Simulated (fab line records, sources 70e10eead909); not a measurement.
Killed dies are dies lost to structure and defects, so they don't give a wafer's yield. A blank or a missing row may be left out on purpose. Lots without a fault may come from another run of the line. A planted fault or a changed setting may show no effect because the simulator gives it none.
fab line records | flow nand_harc
record lots=11 wafers=33 last_day=33
route steps=1302 shown A_CONTACT@1103 A_BLC@1122
lots that met no fault: from a run of the same line without faults
start_h: hours from the record's first day to the start of the lot's first wafer shown | wait_h: hours since the lot's step before | " the same as in the row above | L1.1+2: a row that stands for several wafers | - no value, or no start given | * or withheld: withheld | < > ~ a bound
route shown NAME@n: a module of which the file shows steps, and the number in the route of the first | usual: mean/standard deviation of fault-free wafers | same: alike in all rows | chamber/n: place in a boat | sites: the reading at each site | _std_site: their standard deviation | _edge_site: outer sites' mean less inner sites' | radius_mm: how far each site lies from the wafer's centre | mask NAME#n: copy n | behind: the tool/chamber that last shaped the wafer | hold: why the lot was held/for how many hours/how that ended | device: the transistor (n, p or np) that didn't switch | end of line: the same wafers' tests at the end of the route | a step without rows: its recipe alone | killed: dies lost to structure and defects at the first sort, not the wafer's yield | map: a wafer's dies, x killed, . not, _ none there
set.NAME: the setting as run; set.NAME@STEP: as run at that earlier step | model.NAME: the simulator's own value behind a step, which no gauge read
steps of the route over a sample of lots; a table a step, a row a wafer
services: from which hour (start_h, from the record's first day; less than 0 if before it) a tool's chamber was out of use, for how many hours, and why
## steps
# step NHARC_A_CONTACT_CMP_20
# recipe t_overpolish_s=30 target_thk_nm=300
# usual edge_zone_pressure_frac=0.999/0.0047 motor_current_A=11.8/0.77 overpolish_run_s=30.001/0.0091 time_to_endpoint_s=59/3.8
# columns lot.wafer tool chamber start_h wait_h edge_zone_pressure_frac motor_current_A overpolish_run_s time_to_endpoint_s
L144.4 cmp-02 3 516.55 0.5 0.994 12.1 30.015 57
L144.2 " 0 " " 0.996 12.0 29.998 63
L144.6 " 0 " " 0.995 11.5 29.995 66
L145.4 cmp-03 3 528.05 0.5 0.997 12.6 30.009 56
L145.6 " 0 " " 1.001 12.0 30.007 62
L145.5 " 1 " " 1.013 12.1 29.987 55
L147.1 cmp-01 3 544.14 0.8 0.998 12.3 30.003 55
L147.3 " 0 " " 1.001 12.2 30.001 57
L147.5 " 0 " " 0.999 12.5 29.995 57
L149.4 cmp-03 2 568.85 0.5 1.005 11.2 30.014 60
L149.5 " 1 " " 0.994 11.5 30.010 59
L149.6 " 2 " " 0.994 12.3 29.999 58
L151.4 cmp-01 3 590.68 0.4 0.990 12.1 30.005 55
L151.1 " 0 " " 1.005 13.3 29.995 55
L151.5 " 0 " " 1.000 13.1 30.012 54
L158.2 cmp-02 0 653.36 0.6 0.997 11.2 29.996 61
L158.4 " 3 " " 1.002 13.6 30.003 51
L158.5 " 1 " " 1.001 12.7 30.001 57
L160.4 cmp-03 1 691.80 0.6 1.000 12.6 29.998 64
L160.1 " 2 " " 0.998 11.9 30.002 60
L160.5 " 0 " " 0.996 10.9 30.008 67
L163.3 cmp-03 3 717.87 0.4 0.996 12.3 30.016 54
L163.2 " 1 " " 1.001 12.8 29.999 59
L163.5 " 3 " " 0.991 12.3 29.994 57
L165.2 cmp-03 3 734.81 0.7 1.000 12.1 30.004 57
L165.3 " 0 " " 0.995 12.2 30.001 65
L165.5 " 3 " " 0.999 12.7 29.987 57
L164.3 cmp-02 2 735.84 0.4 0.995 11.1 29.984 62
L164.4 " 0 " " 0.996 11.3 29.998 63
L164.5 " 2 " " 0.999 11.1 29.998 63
L166.3 cmp-01 1 753.75 0.4 1.001 10.4 29.992 65
L166.2 " 0 " " 0.993 12.9 29.991 60
L166.5 " 2 " " 0.996 10.5 30.009 63
# step NHARC_A_BLC_ETCH_17
# recipe target_depth_a=3900 over_etch_frac=0.25 time_s=609.38 ion_energy_ev=200 n2_flow_sccm=150 h2_flow_sccm=150 ar_flow_sccm=0 rf_w=400 bias_w=150 chemistry=N2/H2
# usual drypump_motor_current_A=5.7/0.41 h2_flow_sccm=150.0/0.43 oes_product_au=1.006/0.013 rf_vpp_V=430.6/2.4 showerhead_plenum_p_Torr=2.04/0.084 throttle_valve_pct=14.172/0.0092
# columns lot.wafer tool chamber start_h wait_h drypump_motor_current_A h2_flow_sccm oes_product_au rf_hours_counter_h rf_vpp_V showerhead_plenum_p_Torr throttle_valve_pct
L144.4 rie_diel-08 1 - - 5.6 149.9 1.005 7 428.4 1.96 14.173
L144.2 " 3 " " 5.6 149.8 1.020 9 429.4 1.95 14.163
L144.6 " 2 " " 5.8 149.9 1.003 - 435.3 2.20 14.181
L145.4 rie_diel-08 2 - - 5.8 150.0 0.998 10 436.1 2.20 14.173
L145.6 " 1 " " 5.6 150.7 1.003 - 428.4 1.96 14.174
L145.5 " 2 " " 5.8 149.9 1.001 - 434.1 2.20 14.172
L147.3 rie_diel-11 2 - - 5.4 150.0 1.017 9 433.5 2.16 14.169
L147.1 " 3 " " 6.1 150.4 1.029 7 430.4 2.07 14.173
L147.5 " 3 " " 6.2 150.4 1.023 - 431.4 2.07 14.165
L149.4 rie_diel-11 3 - - 6.2 149.8 1.026 10 432.2 2.07 14.168
L149.6 " 2 " " 5.4 149.9 1.014 - 433.5 2.16 14.186
L149.5 " 3 " " 6.2 149.9 1.018 - 432.0 2.07 14.162
L151.1 rie_diel-08 0 - - 5.5 148.9 1.017 2 429.5 1.99 14.155
L151.4 " 1 " " 5.7 150.0 1.004 2 428.1 1.96 14.173
L151.5 " 1 " " 5.7 149.8 1.000 - 427.9 1.96 14.162
L158.4 rie_diel-11 2 - - 5.4 149.1 0.989 3 431.8 2.16 14.162
L158.2 " 3 " " 6.1 150.0 1.025 3 430.9 2.07 14.199
L158.5 " 3 " " 6.1 149.4 1.026 - 432.0 2.07 14.168
L160.1 rie_diel-13 3 - - 6.0 150.5 0.984 56 431.0 2.00 14.169
L160.4 " 2 " " 4.9 150.2 0.998 55 426.2 1.91 14.176
L160.5 " 3 " " 6.0 150.1 0.993 - 427.7 2.00 14.173
L163.3 rie_diel-08 3 - - 5.6 149.7 1.004 9 428.2 1.95 14.163
L163.2 " 2 " " 5.8 150.3 0.994 9 434.4 2.19 14.166
L163.5 " 0 " " 5.5 149.9 1.010 - 429.3 1.99 14.162
L165.3 rie_diel-08 3 - - 5.6 150.5 0.999 1 426.9 1.95 14.176
L165.2 " 2 " " 5.8 150.1 1.001 1 435.0 2.19 14.182
L165.5 " 0 " " 5.5 150.3 0.991 - 428.5 1.99 14.164
L164.4 rie_diel-11 0 - - 5.4 149.7 1.017 11 428.9 1.97 14.167
L164.3 " 2 " " 5.3 151.0 0.987 10 433.1 2.15 14.162
L164.5 " 0 " " 5.3 150.3 1.007 - 430.7 1.97 14.177
L166.3 rie_diel-11 1 - - 6.3 150.0 0.994 13 429.9 2.02 14.173
L166.2 " 3 " " 6.2 149.1 1.021 12 430.9 2.07 14.162
L166.5 " 1 " " 6.3 149.9 0.987 - 429.9 2.02 14.181
# step NHARC_A_BLC_STRIP_29
# recipe cf4_flow_sccm=150 ar_flow_sccm=0 bias_w=0 chemistry=CF4
# usual drypump_motor_current_A=5.7/0.33 oes_product_au=1.004/0.014 rf_vpp_V=59.4/0.88 showerhead_plenum_p_Torr=1.77/0.073 throttle_valve_pct=13.284/0.0092
# columns lot.wafer tool chamber start_h wait_h drypump_motor_current_A oes_product_au rf_hours_counter_h rf_vpp_V showerhead_plenum_p_Torr throttle_valve_pct
L144.4 rie_diel-11 3 518.58 0.1 6.1 1.026 5 58.4 1.80 13.283
L144.2 " 0 " " 5.3 0.991 6 58.4 1.72 13.277
L144.6 " 2 " " 5.4 1.017 - 59.7 1.86 13.283
L145.4 rie_diel-11 1 530.00 0.1 6.3 1.001 8 58.2 1.76 13.290
L145.5 " 1 " " 6.3 1.008 - 60.2 1.76 13.278
L145.6 " 2 " " 5.3 1.018 - 59.3 1.86 13.295
L147.1 rie_diel-11 1 546.28 0.1 6.3 0.997 8 58.4 1.76 13.290
L147.3 " 0 " " 5.3 0.995 8 58.9 1.72 13.277
L147.5 " 1 " " 6.3 0.997 - 59.6 1.76 13.290
L149.4 rie_diel-08 2 570.98 0.1 5.8 0.969 1 59.6 1.89 13.278
L149.5 " 3 " " 5.6 1.014 - 58.9 1.70 13.280
L149.6 " 0 " " 5.5 1.012 - 57.7 1.73 13.287
L151.1 rie_diel-11 0 592.82 0.1 5.4 1.004 12 59.9 1.72 13.274
L151.4 " 3 " " 6.1 1.014 11 59.5 1.79 13.279
L151.5 " 1 " " 6.3 1.005 - 58.4 1.76 13.290
L158.2 rie_diel-08 2 655.49 0.1 5.8 0.981 6 60.8 1.89 13.287
L158.4 " 0 " " 5.5 1.000 5 58.6 1.73 13.290
L158.5 " 2 " " 5.8 0.982 - 60.5 1.89 13.292
L160.1 rie_diel-11 3 693.93 0.1 6.2 1.019 6 59.3 1.79 13.286
L160.4 " 0 " " 5.3 1.015 6 60.0 1.71 13.287
L160.5 " 3 " " 6.1 1.032 - 59.0 1.79 13.268
L163.3 rie_diel-08 1 720.02 0.1 5.6 1.000 9 59.3 1.70 13.282
L163.2 " 0 " " 5.5 1.011 9 58.9 1.73 13.268
L163.5 " 2 " " 5.8 0.990 - 56.9 1.89 13.282
L165.2 rie_diel-08 3 736.92 0.1 5.6 0.991 1 59.3 1.70 13.271
L165.3 " 1 " " 5.7 1.012 1 58.9 1.70 13.289
L165.5 " 3 " " 5.6 1.001 - 58.6 1.70 13.272
L164.4 rie_diel-11 1 738.00 0.1 6.3 0.982 12 58.6 1.75 13.290
L164.3 " 2 " " 5.4 0.986 11 60.3 1.86 13.286
L164.5 " 3 " " 6.1 1.008 - 58.9 1.79 13.277
L166.3 rie_diel-08 1 755.89 0.1 5.6 1.019 1 58.6 1.70 13.295
L166.2 " 2 " " 5.8 1.011 1 60.4 1.89 13.262
L166.5 " 1 " " 5.6 1.017 - 59.3 1.70 13.275
# step NHARC_A_BLC_CVD_24
# recipe target_thk_a=1500 temp_c=300 pressure_torr=40 wf6_flow_sccm=40 h2_flow_sccm=1600 ar_flow_sccm=1560 time_s=434 material=W
# usual heater_power_w=423/31 throttle_valve_pct=7.84/0.23
# columns lot.wafer tool chamber start_h wait_h heater_power_w throttle_valve_pct
L144.2 cvd_w-01 1 519.53 - 406 7.95
L144.4 " 0 " " 437 8.11
L144.6 " 0 " " 431 7.86
L145.4 cvd_w-02 0 531.19 - 445 8.06
L145.6 " 1 " " 401 7.23
L145.5 " 0 " " 457 7.94
L147.1 cvd_w-02 0 547.26 - 463 8.22
L147.3 " 0 " " 458 8.07
L147.5 " 0 " " 451 7.86
L149.4 cvd_w-02 0 572.14 - 441 7.67
L149.5 " 1 " " 392 7.81
L149.6 " 0 " " 455 7.63
L151.1 cvd_w-02 0 593.87 - 453 7.90
L151.4 " 0 " " 451 7.94
L151.5 " 0 " " 449 7.94
L158.2 cvd_w-02 0 656.54 - 461 8.19
L158.4 " 1 " " 386 7.33
L158.5 " 0 " " 453 8.08
L160.1 cvd_w-01 1 694.96 - 426 8.18
L160.4 " 0 " " 437 7.87
L160.5 " 1 " " 431 8.11
L163.2 cvd_w-02 1 721.07 - 379 7.68
L163.3 " 0 " " 457 8.06
L163.5 " 1 " " 380 7.76
L165.2 cvd_w-02 0 738.04 - 451 8.31
L165.3 " 1 " " 376 7.65
L165.5 " 0 " " 457 8.00
L164.3 cvd_w-02 1 739.10 - 378 7.80
L164.4 " 0 " " 448 8.10
L164.5 " 1 " " 364 7.77
L166.2 cvd_w-02 0 756.94 - 460 7.88
L166.3 " 0 " " 454 7.95
L166.5 " 0 " " 446 8.03
# step NHARC_A_BLC_CMP_25
# recipe t_overpolish_s=30 target_thk_nm=150
# usual edge_zone_pressure_frac=1.000/0.0048 motor_current_A=12.1/0.92 overpolish_run_s=29.998/0.0088 time_to_endpoint_s=30/3.6
# columns lot.wafer tool chamber start_h wait_h edge_zone_pressure_frac motor_current_A overpolish_run_s time_to_endpoint_s
L144.2 cmp-03 2 520.09 0.5 0.999 11.8 30.005 28
L144.4 " 3 " " 1.004 12.3 29.988 27
L144.6 " 1 " " 1.001 11.9 30.002 30
L145.4 cmp-04 0 531.53 0.3 1.001 14.3 29.998 37
L145.6 " 3 " " 1.000 13.5 29.996 28
L145.5 " 0 " " 1.002 14.0 29.972 37
L147.3 cmp-02 1 547.79 0.3 1.000 12.5 29.996 30
L147.1 " 0 " " 0.996 11.4 30.003 33
L147.5 " 2 " " 1.002 11.6 30.004 31
L149.4 cmp-04 2 572.45 0.2 1.001 11.4 30.009 57
L149.5 " 2 " " 0.997 10.8 29.997 29
L149.6 " 3 " " 1.001 12.6 30.000 52
L151.1 cmp-04 3 594.32 0.4 0.995 13.3 30.012 52
L151.4 " 0 " " 1.000 14.1 29.976 60
L151.5 " 0 " " 0.991 14.7 29.992 63
L158.4 cmp-04 0 657.06 0.4 1.004 14.4 30.006 32
L158.2 " 1 " " 1.012 10.4 30.008 24
L158.5 " 2 " " 0.996 10.8 30.002 29
L160.1 cmp-03 3 695.41 0.4 1.002 12.7 30.013 34
L160.4 " 2 " " 1.003 11.3 30.010 32
L160.5 " 3 " " 1.008 12.2 30.007 32
L163.3 cmp-04 1 721.54 0.3 0.999 10.7 29.994 28
L163.2 " 2 " " 1.001 11.6 29.996 28
L163.5 " 1 " " 1.000 11.1 30.005 30
L165.3 cmp-03 3 738.55 0.4 1.000 12.0 29.990 29
L165.2 " 0 " " 1.010 11.5 29.992 34
L165.5 " 2 " " 1.015 11.8 30.002 29
L164.3 cmp-02 0 739.48 0.3 1.007 10.9 29.989 33
L164.4 " 1 " " 1.006 12.2 30.013 24
L164.5 " 1 " " 1.008 12.0 29.982 28
L166.2 cmp-03 2 757.42 0.4 1.000 11.0 30.006 25
L166.3 " 3 " " 1.006 12.0 30.014 31
L166.5 " 2 " " 0.999 10.9 30.007 28
## services
# columns tool chamber start_h hours kind
cmp-02 - 493.14 0.7 repair
rie_diel-11 3 500.99 14.3 repair
cmp-04 - 502.21 1.4 repair
cmp-04 - 503.62 4.0 pm
cmp-02 - 528.19 0.7 repair
cmp-02 - 530.33 4.0 pm
rie_diel-08 - 545.12 9.0 pm
cmp-03 - 554.08 4.0 pm
cmp-04 - 556.49 1.2 repair
cmp-03 - 609.71 3.0 repair
rie_diel-11 - 609.83 9.0 pm
cvd_w-02 - 631.00 13.0 pm
rie_diel-08 2 643.10 1.5 repair
cmp-03 - 650.79 1.1 repair
cmp-03 - 652.08 4.0 pm
cmp-03 - 662.08 5.3 repair
cmp-03 - 674.46 2.6 repair
cvd_w-02 0 692.28 4.1 repair
rie_diel-11 2 704.37 5.1 repair
cmp-03 - 705.55 4.1 repair
cmp-03 - 716.68 0.4 repair
rie_diel-08 - 722.12 9.0 pm
cvd_w-02 - 744.06 0.9 repair
cmp-03 - 750.08 4.0 pm
## key
first_sign step=NHARC_A_BLC_CMP_25 reading=time_to_endpoint_s direction=up sigmas=7.5 usual=* struck=*
effect none on later readings
met_at NHARC_A_BLC_CVD_24
struck_lots L149,L151
struck_wafers L149.4,L149.6,L151.1,L151.4,L151.5
tester_left_out L149,L151
not_acting_at NHARC_A_CONTACT_CMP_20,NHARC_A_BLC_ETCH_17,NHARC_A_BLC_STRIP_29
onset_between 547.26 572.14
fault kind=process_parameter_drift tool=cvd_w-02 chamber=0 onset_h=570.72 steps=NHARC_A_BLC_CVD_24 channel=target_thk_a offset=* shape=step end_h=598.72 acts_in=* stated=*
# tester_left_out: of these lots the tester's yield and bins aren't shown, on N5 and GAA mostly nor the transistor test; their killed dies are dies lost to structure and defects alone, not to doping, threshold or leakage, so they don't give the yield
